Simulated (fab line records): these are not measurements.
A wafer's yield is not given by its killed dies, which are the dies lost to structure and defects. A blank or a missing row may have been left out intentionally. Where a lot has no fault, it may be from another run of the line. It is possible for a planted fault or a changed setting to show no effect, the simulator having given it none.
Chamber matching -- flow n5-finfet -- N5_BEOL_M14_VIA_ETCH_16 on rie-diel-04 has 4 sister chambers
The step etches SiO2 in C4F8/O2/Ar, target depth 1231.3 nm. 16 wafers are shown with their chamber, then 8 later ones without.

== WAFERS WITH THEIR CHAMBER ==
wafer,chamber,rf-vpp-V (V),showerhead-plenum-p-Torr (Torr),oes-product-au (a.u.)
L078.1,0,2318,3.42,0.67
L078.3,3,2153,3.28,0.68
L078.6,0,2318,3.42,0.67
L077.1,1,2193,3.29,0.63
L077.4,2,2227,3.52,0.75
L077.5,2,2228,3.52,0.75
L083.2,0,2317,3.42,0.67
L083.5,0,2317,3.41,0.67
L083.6,3,2153,3.27,0.68
L082.2,0,2316,3.41,0.67
L082.4,3,2152,3.27,0.68
L082.5,1,2191,3.29,0.63
L080.1,0,2318,3.41,0.67
L080.3,3,2152,3.27,0.67
L080.6,2,2227,3.51,0.75
L092.1,0,2315,3.41,0.66

SIGNATURES (means of the wafers above)
reading,chamber 0,chamber 1,chamber 2,chamber 3,scatter within a chamber
rf-vpp-V,2317.00,2192.00,2227.33,2152.50,0.986
showerhead-plenum-p-Torr,3.4143,3.2900,3.5167,3.2725,0.00511
oes-product-au,0.6686,0.6300,0.7500,0.6775,0.00366
Rule: a wafer lies at a distance from a chamber equal to the root of the sum of squares, over the readings, of (its reading less the chamber's mean, divided by the reading's scatter). If the next closest chamber is less than 2 further off than the closest, the wafer can't be placed; otherwise it belongs to the closest. How the scatter is found: for the shown wafers, subtract from each reading the mean of its chamber, square and add these, divide the total by (wafers less chambers), then take the root.

== WAFERS WHOSE CHAMBER IS MISSING ==
wafer,rf-vpp-V (V),showerhead-plenum-p-Torr (Torr),oes-product-au (a.u.)
L092.3,2225,3.49,0.72
L092.5,2149,3.26,0.65
L097.1,2228,3.67,0.86
L097.4,2225,3.49,0.70
L097.6,2316,3.40,0.65
L095.2,2228,3.67,0.85
L095.4,2315,3.40,0.65
L095.5,2225,3.48,0.70

== EACH ONE'S CHAMBER ==
wafer,from the rows above,in truth
L092.3,2,2
L092.5,3,3
L097.1,2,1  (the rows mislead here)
L097.4,2,2
L097.6,0,0
L095.2,2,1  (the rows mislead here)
L095.4,0,0
L095.5,2,2
Placed correctly: 6 of 8. Not placeable from these rows: 0. Wrongly placed: 2.
